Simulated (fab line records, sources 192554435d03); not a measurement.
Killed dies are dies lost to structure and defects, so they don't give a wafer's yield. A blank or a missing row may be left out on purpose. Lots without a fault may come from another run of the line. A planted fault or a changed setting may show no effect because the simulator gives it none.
fab line records | flow n5_finfet | part 1 of 2: steps 1 to 19 of 31
record lots=5 wafers=15 last_day=19
route steps=1938 shown BEOL_M6@1222
lots that met no fault: from a run of the same line without faults
start_h: hours from the record's first day to the start of the lot's first wafer shown | wait_h: hours since the lot's step before | " the same as in the row above | L1.1+2: a row that stands for several wafers | - no value, or no start given | * or withheld: withheld | < > ~ a bound
route shown NAME@n: a module of which the file shows steps, and the number in the route of the first | usual: mean/standard deviation of fault-free wafers | same: alike in all rows | chamber/n: place in a boat | sites: the reading at each site | _std_site: their standard deviation | _edge_site: outer sites' mean less inner sites' | radius_mm: how far each site lies from the wafer's centre | mask NAME#n: copy n | behind: the tool/chamber that last shaped the wafer | hold: why the lot was held/for how many hours/how that ended | device: the transistor (n, p or np) that didn't switch | end of line: the same wafers' tests at the end of the route | a step without rows: its recipe alone | killed: dies lost to structure and defects at the first sort, not the wafer's yield | map: a wafer's dies, x killed, . not, _ none there
set.NAME: the setting as run; set.NAME@STEP: as run at that earlier step | model.NAME: the simulator's own value behind a step, which no gauge read
lots at some steps of the route; a table a step, a row a wafer
services: from which hour (start_h, from the record's first day; less than 0 if before it) a tool's chamber was out of use, for how many hours, and why
## steps
# step N5_BEOL_M6_EBR_24
# recipe solvent=PGMEA ebr_width_mm=1.5
# columns lot.wafer tool chamber start_h wait_h
L079.2+4+6 litho_track-01 0 - -
L078.2+3+5 litho_track-02 0 - -
L081.1+3+4 litho_track-02 0 - -
L084.1+3+6 litho_track-01 0 - -
L095.1+2+3 litho_track-05 0 - -
# step N5_BEOL_M6_SOFTBAKE_23
# recipe temp_c=110 time_s=60 resist=CAR-EUV
# columns lot.wafer tool chamber start_h wait_h
L079.2+4+6 litho_track-01 0 - -
L078.2+3+5 litho_track-02 0 - -
L081.1+3+4 litho_track-02 0 - -
L084.1+3+6 litho_track-01 0 - -
L095.1+2+3 litho_track-05 0 - -
# step N5_BEOL_M6_EXPOSE_25
# recipe mask_id=V5 na=0.33 source_shape=annular sigma_inner=0.4 sigma_outer=0.8 polarization=unpolarized target_cd_nm=40 dose_mj=45
# same na=0.33
# columns lot.wafer tool chamber start_h wait_h mask
L079.2+4+6 euv_scanner-02 0 217.04 - V5#0
L078.2+3+5 euv_scanner-02 0 224.69 - V5#0
L081.1+3+4 euv_scanner-01 0 250.27 - V5#0
L084.1+3+6 euv_scanner-02 0 301.94 - V5#0
L095.1+2+3 euv_scanner-01 0 368.07 - V5#0
# step N5_BEOL_M6_PEB_26
# recipe peb_temp_c=100 peb_time_s=60 resist=CAR-EUV
# columns lot.wafer tool chamber start_h wait_h
L079.2+4+6 litho_track-02 0 217.10 0.1
L078.2+3+5 litho_track-02 0 224.76 0.1
L081.1+3+4 litho_track-01 0 250.33 0.1
L084.1+3+6 litho_track-02 0 302.00 0.1
L095.1+2+3 litho_track-02 0 368.13 0.1
# step N5_BEOL_M6_DEVELOP_27
# recipe develop_time_s=30 developer=TMAH resist=CAR-EUV rinse_liquid=surfactant_rinse dry=air_spin dev_temp_c=23
# columns lot.wafer tool chamber start_h wait_h
L079.2+4+6 litho_track-02 0 - -
L078.2+3+5 litho_track-02 0 - -
L081.1+3+4 litho_track-01 0 - -
L084.1+3+6 litho_track-02 0 - -
L095.1+2+3 litho_track-02 0 - -
# step N5_BEOL_M6_CD_MEAS_28
# recipe target_cd_nm=40 landing_energy_ev=500 detector=se_inlens
# usual cd_nm=40.05/0.22
# columns lot.wafer tool chamber start_h wait_h cd_nm
L079.2 cd_sem-03 0 217.17 - 40.17
L079.4 " 0 " " 39.64
L079.6 " 0 " " 39.93
L078.2 cd_sem-01 0 224.82 - 39.86
L078.3 " 0 " " 39.98
L078.5 " 0 " " 39.89
L081.1 cd_sem-02 0 250.40 - 40.16
L081.3 " 0 " " 39.65
L081.4 " 0 " " 39.78
L084.1 cd_sem-02 0 302.07 - 40.04
L084.3 " 0 " " 40.11
L084.6 " 0 " " 40.28
L095.1 cd_sem-03 0 368.20 - 40.12
L095.2 " 0 " " 40.04
L095.3 " 0 " " 39.92
# step N5_BEOL_M6_OVL_MEAS_29
# recipe points_per_wafer=522
# usual V5_OVL=-0.3/0.7
# columns lot.wafer tool chamber start_h wait_h V5_OVL[nm]
L079.2 overlay-01 0 217.20 0.0 -1.8
L079.4 " 0 " " -0.8
L079.6 " 0 " " -0.6
L078.2 overlay-01 0 224.86 0.0 -0.8
L078.3 " 0 " " -0.4
L078.5 " 0 " " 0.0
L081.1 overlay-02 0 250.43 0.0 -1.3
L081.3 " 0 " " -1.1
L081.4 " 0 " " 0.4
L084.1 overlay-02 0 302.10 0.0 0.0
L084.3 " 0 " " 0.9
L084.6 " 0 " " 0.7
L095.1 overlay-02 0 368.23 0.0 -0.5
L095.2 " 0 " " 0.5
L095.3 " 0 " " -0.4
# step N5_BEOL_M6_INSPECT_30
# recipe mode=adi inspect_instrument=brightfield
# usual raw_defect_count=391/85
# columns lot.wafer tool chamber start_h wait_h raw_defect_count
L079.2 defect_inspect-02 - 217.26 0.0 532
L079.4 " - " " 515
L079.6 " - " " 478
L078.2 defect_inspect-01 - 224.91 0.0 434
L078.3 " - " " 350
L078.5 " - " " 458
L081.1 defect_inspect-01 - 250.49 0.1 317
L081.3 " - " " 444
L081.4 " - " " 369
L084.1 defect_inspect-01 - 302.16 0.1 281
L084.3 " - " " 301
L084.6 " - " " 367
L095.1 defect_inspect-02 - 368.29 0.1 495
L095.2 " - " " 299
L095.3 " - " " 507
# step N5_BEOL_M6_DESCUM_33
# recipe chemistry=O2 time_s=7 source_power_w=50 bias_power_w=20 pressure_mtorr=20 rf_frequency_hz=2.712e+07 temp_c=40 resist=CAR-EUV o2_flow_sccm=225
# usual drypump_motor_current_A=5.9/0.46 oes_product_au=0.78/0.071 rf_vpp_V=243.2/1.2 showerhead_plenum_p_Torr=2.09/0.059 throttle_valve_pct=20.51/0.23
# columns lot.wafer tool chamber start_h wait_h drypump_motor_current_A oes_product_au rf_hours_counter_h rf_vpp_V showerhead_plenum_p_Torr throttle_valve_pct
L079.2 rie_diel-04 2 217.29 0.0 5.5 0.70 196 242.2 2.07 20.71
L079.4 " 3 " " 5.6 0.90 - 243.4 2.13 20.25
L079.6 " 2 " " 5.6 0.70 - 243.0 2.07 20.71
L078.2 rie_diel-05 0 224.94 0.0 5.7 0.80 88 246.4 2.20 20.55
L078.3 " 1 " " 6.6 0.77 153 242.1 2.09 20.30
L078.5 " 0 " " 5.7 0.81 - 244.7 2.20 20.54
L081.1 rie_diel-01 0 250.52 0.0 6.5 0.83 80 242.9 2.03 20.36
L081.3 " 1 " " 5.6 0.73 197 244.0 2.09 20.71
L081.4 " 2 " " 5.0 0.96 9 243.4 2.14 20.05
L084.1 rie_diel-01 3 302.19 0.0 5.2 0.73 174 243.0 2.08 20.79
L084.3 " 2 " " 5.0 0.91 29 242.6 2.14 20.08
L084.6 " 0 " " 6.5 0.80 - 241.6 2.03 20.37
L095.1 rie_diel-04 1 368.53 0.2 6.2 0.86 50 242.3 2.03 20.23
L095.2 " 3 " " 5.5 0.83 82 243.7 2.11 20.33
L095.3 " 0 " " 6.2 0.83 53 243.7 2.12 20.26
# step N5_BEOL_M6_ETCH_72
# recipe chemistry=N2/H2 target=underlayer target_depth_a=65 mask_material=CAR-EUV time_s=5.2 ion_energy_ev=200 pressure_mtorr=30 source_w=840 bias_w=150 n2_flow_sccm=200 h2_flow_sccm=200 ends=cleared
# usual drypump_motor_current_A=5.9/0.47 etch_rf_on_time_s=5.22/0.055 oes_product_au=0.67/0.057 rf_vpp_V=523.9/2.3 showerhead_plenum_p_Torr=2.54/0.074 throttle_valve_pct=17.96/0.24
# columns lot.wafer tool chamber start_h wait_h drypump_motor_current_A etch_rf_on_time_s oes_product_au rf_hours_counter_h rf_vpp_V showerhead_plenum_p_Torr throttle_valve_pct
L079.2 rie_diel-04 2 217.33 0.0 5.5 5.26 0.60 196 525.4 2.52 18.20
L079.4 " 3 " " 5.5 5.17 0.76 - 524.9 2.60 17.82
L079.6 " 2 " " 5.6 5.28 0.59 - 523.7 2.52 18.19
L078.2 rie_diel-05 0 224.98 0.0 5.7 5.27 0.70 88 526.5 2.68 18.04
L078.3 " 1 " " 6.6 5.21 0.64 153 524.6 2.55 17.81
L078.5 " 0 " " 5.7 5.26 0.68 - 526.7 2.68 18.02
L081.1 rie_diel-01 0 250.56 0.0 6.5 5.23 0.71 80 523.4 2.47 17.81
L081.3 " 1 " " 5.7 5.23 0.62 197 521.6 2.52 18.15
L081.4 " 2 " " 5.0 5.21 0.80 9 524.1 2.59 17.38
L084.1 rie_diel-01 3 302.23 0.0 5.1 5.20 0.62 174 523.0 2.54 18.24
L084.3 " 2 " " 5.0 5.15 0.77 29 523.3 2.58 17.41
L084.6 " 0 " " 6.5 5.24 0.69 - 520.6 2.47 17.86
L095.1 rie_diel-04 1 368.56 0.0 6.2 5.22 0.72 50 521.9 2.47 17.68
L095.2 " 3 " " 5.5 5.25 0.69 82 522.4 2.58 17.88
L095.3 " 0 " " 6.2 5.24 0.71 53 524.5 2.58 17.69
# step N5_BEOL_M6_ETCH_65
# recipe chemistry=CF4 target=SiARC target_depth_a=156 mask_material=CAR-EUV time_s=26 ion_energy_ev=80 pressure_mtorr=40 source_w=545 bias_w=36 Ar_flow_sccm=100 cf4_flow_sccm=100 ends=cleared
# usual drypump_motor_current_A=5.9/0.46 etch_rf_on_time_s=26.1/0.31 oes_product_au=0.67/0.059 rf_vpp_V=184.1/1.2 showerhead_plenum_p_Torr=2.14/0.057 throttle_valve_pct=15.70/0.23
# columns lot.wafer tool chamber start_h wait_h drypump_motor_current_A etch_rf_on_time_s oes_product_au rf_hours_counter_h rf_vpp_V showerhead_plenum_p_Torr throttle_valve_pct
L079.2 rie_diel-04 2 217.34 0.0 5.5 26.5 0.59 196 183.8 2.13 15.93
L079.4 " 3 " " 5.5 25.9 0.75 - 182.7 2.19 15.48
L079.6 " 2 " " 5.5 26.3 0.59 - 183.1 2.13 15.95
L078.2 rie_diel-05 0 225.00 0.0 5.7 26.3 0.68 88 185.4 2.25 15.71
L078.3 " 1 " " 6.6 26.1 0.66 153 183.9 2.14 15.50
L078.5 " 0 " " 5.7 26.4 0.68 - 184.8 2.25 15.71
L081.1 rie_diel-01 0 250.58 0.0 6.5 25.9 0.71 80 182.5 2.08 15.53
L081.3 " 1 " " 5.6 25.6 0.63 197 184.8 2.13 15.85
L081.4 " 2 " " 5.0 25.6 0.82 9 184.8 2.19 15.19
L084.1 rie_diel-01 3 302.25 0.0 5.2 26.2 0.62 174 182.2 2.13 15.93
L084.3 " 2 " " 5.0 26.3 0.77 29 183.9 2.18 15.24
L084.6 " 0 " " 6.5 26.3 0.68 - 182.3 2.08 15.55
L095.1 rie_diel-04 1 368.58 0.0 6.2 25.6 0.74 50 184.2 2.09 15.45
L095.2 " 3 " " 5.5 25.8 0.71 82 185.0 2.17 15.59
L095.3 " 0 " " 6.2 26.1 0.72 53 184.0 2.17 15.42
# step N5_BEOL_M6_ETCH_66
# recipe chemistry=N2/H2 target=SOC target_depth_a=800 overetch_a=160 mask_material=SiARC temp_c=40 time_s=120 ion_energy_ev=200 pressure_mtorr=30 source_w=840 bias_w=150 n2_flow_sccm=200 h2_flow_sccm=200
# usual drypump_motor_current_A=5.9/0.47 oes_product_au=0.60/0.05 rf_vpp_V=524.0/2.1 showerhead_plenum_p_Torr=2.54/0.074 throttle_valve_pct=17.92/0.24
# columns lot.wafer tool chamber start_h wait_h drypump_motor_current_A oes_product_au rf_hours_counter_h rf_vpp_V showerhead_plenum_p_Torr throttle_valve_pct
L079.2 rie_diel-04 2 217.37 0.0 5.6 0.53 196 523.7 2.52 18.17
L079.4 " 3 " " 5.5 0.68 - 524.8 2.60 17.76
L079.6 " 2 " " 5.6 0.54 - 522.9 2.52 18.17
L078.2 rie_diel-05 0 225.02 0.0 5.7 0.61 89 527.8 2.68 17.98
L078.3 " 1 " " 6.6 0.59 153 523.8 2.55 17.78
L078.5 " 0 " " 5.7 0.62 - 527.5 2.68 17.99
L081.1 rie_diel-01 0 250.60 0.0 6.5 0.63 80 521.7 2.47 17.77
L081.3 " 1 " " 5.7 0.56 197 523.7 2.52 18.11
L081.4 " 2 " " 5.0 0.73 10 525.1 2.59 17.31
L084.1 rie_diel-01 3 302.27 0.0 5.2 0.56 174 523.9 2.54 18.19
L084.3 " 2 " " 5.0 0.69 29 526.4 2.59 17.34
L084.6 " 0 " " 6.5 0.61 - 522.1 2.47 17.80
L095.1 rie_diel-04 1 368.61 0.0 6.2 0.65 50 522.2 2.47 17.62
L095.2 " 3 " " 5.5 0.63 82 523.1 2.58 17.85
L095.3 " 0 " " 6.2 0.64 53 524.5 2.58 17.63
# step N5_BEOL_M6_STRIP_69
# recipe chemistry=N2/H2 temp_c=40 n2_flow_sccm=200 h2_flow_sccm=200 rf_frequency_hz=6e+07
# columns lot.wafer tool chamber start_h wait_h
L079.2+4+6 rie_diel-04 2,3,2 217.45 0.0
L078.2+3+5 rie_diel-05 0,1,0 225.10 0.0
L081.1+3+4 rie_diel-01 0,1,2 250.68 0.0
L084.1+3+6 rie_diel-01 3,2,0 302.35 0.0
L095.1+2+3 rie_diel-04 1,3,0 368.69 0.0
# step N5_BEOL_M6_STRIP_73
# recipe chemistry=N2/H2 temp_c=40 n2_flow_sccm=200 h2_flow_sccm=200 rf_frequency_hz=6e+07
# columns lot.wafer tool chamber start_h wait_h
L079.2+4+6 rie_diel-04 2,3,2 217.46 0.0
L078.2+3+5 rie_diel-05 0,1,0 225.11 0.0
L081.1+3+4 rie_diel-01 0,1,2 250.69 0.0
L084.1+3+6 rie_diel-01 3,2,0 302.36 0.0
L095.1+2+3 rie_diel-04 1,3,0 368.70 0.0
# step N5_BEOL_M6_VIA_ETCH_34
# recipe chemistry=C4F6/O2 target=SiCOH_lowk target_depth_a=1263 mask_material=SOC taper_deg=4 time_s=50.9 ion_energy_ev=250 pressure_mtorr=30 source_w=345 bias_w=185 Ar_flow_sccm=300 C4F6_flow_sccm=10 O2_flow_sccm=10
# usual drypump_motor_current_A=5.9/0.46 oes_product_au=0.78/0.07 rf_vpp_V=666/6.5 showerhead_plenum_p_Torr=2.85/0.076 throttle_valve_pct=21.00/0.21
# columns lot.wafer tool chamber start_h wait_h drypump_motor_current_A oes_product_au rf_hours_counter_h rf_vpp_V showerhead_plenum_p_Torr throttle_valve_pct
L079.2 rie_diel-04 2 217.47 0.0 5.5 0.70 196 664 2.84 21.26
L079.4 " 3 " " 5.5 0.89 - 670 2.91 20.82
L079.6 " 2 " " 5.5 0.70 - 661 2.84 21.26
L078.2 rie_diel-05 0 225.12 0.0 5.7 0.80 89 671 2.99 21.03
L078.3 " 1 " " 6.6 0.77 153 660 2.85 20.77
L078.5 " 0 " " 5.7 0.81 - 671 2.99 21.04
L081.1 rie_diel-01 0 250.70 0.0 6.5 0.83 80 670 2.78 20.91
L081.3 " 1 " " 5.7 0.73 197 661 2.83 21.09
L081.4 " 2 " " 5.0 0.95 10 682 2.91 20.55
L084.1 rie_diel-01 3 302.37 0.0 5.2 0.72 174 655 2.83 21.25
L084.3 " 2 " " 5.0 0.91 29 682 2.91 20.57
L084.6 " 0 " " 6.5 0.81 - 671 2.77 20.93
L095.1 rie_diel-04 1 368.71 0.0 6.2 0.85 51 667 2.77 20.73
L095.2 " 3 " " 5.5 0.82 82 668 2.89 20.90
L095.3 " 0 " " 6.2 0.82 53 675 2.89 20.74
# step N5_BEOL_M6_STRIP_76
# recipe chemistry=C4F6/O2 resist=SiARC rf_frequency_hz=6e+07
# columns lot.wafer tool chamber start_h wait_h
L079.2+4+6 rie_diel-04 2,3,2 217.51 0.0
L078.2+3+5 rie_diel-05 0,1,0 225.17 0.0
L081.1+3+4 rie_diel-01 0,1,2 250.75 0.0
L084.1+3+6 rie_diel-01 3,2,0 302.42 0.0
L095.1+2+3 rie_diel-04 1,3,0 368.75 0.0
# step N5_BEOL_M6_STRIP_36
# recipe chemistry=N2/H2 power_w=450 temp_c=40 pressure_mtorr=20 rf_frequency_hz=6e+07 overash_fraction=0.3 bias_power_w=7 h2_frac=0.5 n2_flow_sccm=200 h2_flow_sccm=200
# usual drypump_motor_current_A=5.9/0.46 oes_product_au=0.78/0.07 rf_vpp_V=59.5/1.5 showerhead_plenum_p_Torr=2.54/0.074 throttle_valve_pct=23.76/0.25
# columns lot.wafer tool chamber start_h wait_h drypump_motor_current_A oes_product_au rf_hours_counter_h rf_vpp_V showerhead_plenum_p_Torr throttle_valve_pct
L079.2 rie_diel-04 2 217.52 0.0 5.5 0.70 196 59.0 2.52 24.04
L079.4 " 3 " " 5.5 0.90 - 58.4 2.59 23.71
L079.6 " 2 " " 5.6 0.71 - 59.0 2.52 24.01
L078.2 rie_diel-05 0 225.18 0.0 5.7 0.81 89 60.0 2.68 23.94
L078.3 " 1 " " 6.6 0.77 153 58.3 2.54 23.72
L078.5 " 0 " " 5.7 0.81 - 58.9 2.68 23.92
L081.1 rie_diel-01 0 250.76 0.0 6.5 0.84 80 62.0 2.47 23.64
L081.3 " 1 " " 5.6 0.74 197 58.9 2.52 23.98
L081.4 " 2 " " 5.0 0.96 10 58.4 2.59 23.08
L084.1 rie_diel-01 3 302.43 0.0 5.2 0.71 174 58.1 2.54 24.04
L084.3 " 2 " " 5.0 0.91 29 58.7 2.58 23.11
L084.6 " 0 " " 6.4 0.81 - 60.1 2.46 23.67
L095.1 rie_diel-04 1 368.76 0.0 6.2 0.85 51 60.5 2.47 23.45
L095.2 " 3 " " 5.5 0.83 82 58.2 2.57 23.79
L095.3 " 0 " " 6.2 0.84 53 61.7 2.58 23.45
# step N5_BEOL_M6_TRENCH_ETCH_37
# recipe chemistry=C4F6/O2 target_depth_a=944.35 target=SiCOH_lowk time_s=31.5 ion_energy_ev=250 pressure_mtorr=30 source_w=345 bias_w=185 Ar_flow_sccm=300 C4F6_flow_sccm=10 O2_flow_sccm=10
# usual drypump_motor_current_A=5.9/0.47 oes_product_au=0.78/0.07 rf_vpp_V=666/6.4 showerhead_plenum_p_Torr=2.85/0.075 throttle_valve_pct=21.03/0.22
# columns lot.wafer tool chamber start_h wait_h drypump_motor_current_A oes_product_au rf_hours_counter_h rf_vpp_V showerhead_plenum_p_Torr throttle_valve_pct
L079.2 rie_diel-04 2 - - 5.6 0.70 196 661 2.84 21.30
L079.4 " 3 " " 5.5 0.89 - 668 2.91 20.86
L079.6 " 2 " " 5.6 0.70 - 664 2.84 21.29
L078.2 rie_diel-05 0 - - 5.7 0.80 89 672 2.99 21.05
L078.3 " 1 " " 6.6 0.76 153 659 2.85 20.81
L078.5 " 0 " " 5.7 0.80 - 670 2.99 21.08
L081.1 rie_diel-01 0 - - 6.5 0.82 80 671 2.78 20.92
L081.3 " 1 " " 5.6 0.74 197 660 2.83 21.14
L081.4 " 2 " " 5.0 0.95 10 681 2.92 20.57
L084.1 rie_diel-01 3 - - 5.2 0.72 174 655 2.83 21.27
L084.3 " 2 " " 5.0 0.91 29 680 2.91 20.59
L084.6 " 0 " " 6.5 0.80 - 671 2.77 20.95
L095.1 rie_diel-04 1 - - 6.2 0.84 51 666 2.77 20.78
L095.2 " 3 " " 5.5 0.83 82 669 2.89 20.91
L095.3 " 0 " " 6.2 0.82 53 673 2.89 20.76
# step N5_BEOL_M6_ETCH_41
# recipe chemistry=CH3F/O2 target=SiCN target_depth_a=297 taper_deg=2 time_s=52 ion_energy_ev=120 mask_material=TiN pressure_mtorr=30 source_w=395 bias_w=75 Ar_flow_sccm=150 CH3F_flow_sccm=30 O2_flow_sccm=20
# usual drypump_motor_current_A=5.9/0.47 oes_product_au=0.78/0.07 rf_vpp_V=297.4/1.5 showerhead_plenum_p_Torr=2.00/0.056 throttle_valve_pct=16.42/0.23
# columns lot.wafer tool chamber start_h wait_h drypump_motor_current_A oes_product_au rf_hours_counter_h rf_vpp_V showerhead_plenum_p_Torr throttle_valve_pct
L079.2 rie_diel-04 2 - - 5.5 0.69 196 297.0 1.99 16.68
L079.4 " 3 " " 5.5 0.89 - 298.3 2.04 16.18
L079.6 " 2 " " 5.5 0.69 - 295.6 1.99 16.67
L078.2 rie_diel-05 0 - - 5.7 0.80 89 300.1 2.11 16.44
L078.3 " 1 " " 6.6 0.77 153 297.2 2.00 16.22
L078.5 " 0 " " 5.7 0.80 - 300.2 2.11 16.43
L081.1 rie_diel-01 0 - - 6.5 0.83 80 295.4 1.95 16.29
L081.3 " 1 " " 5.6 0.74 197 297.1 1.99 16.56
L081.4 " 2 " " 4.9 0.96 10 298.2 2.05 15.94
L084.1 rie_diel-01 3 - - 5.2 0.73 174 296.8 1.99 16.66
L084.3 " 2 " " 5.0 0.92 29 298.6 2.04 15.96
L084.6 " 0 " " 6.5 0.81 - 295.3 1.94 16.32
L095.1 rie_diel-04 1 - - 6.2 0.86 51 296.4 1.95 16.16
L095.2 " 3 " " 5.5 0.83 82 298.1 2.03 16.28
L095.3 " 0 " " 6.2 0.83 53 298.1 2.03 16.14
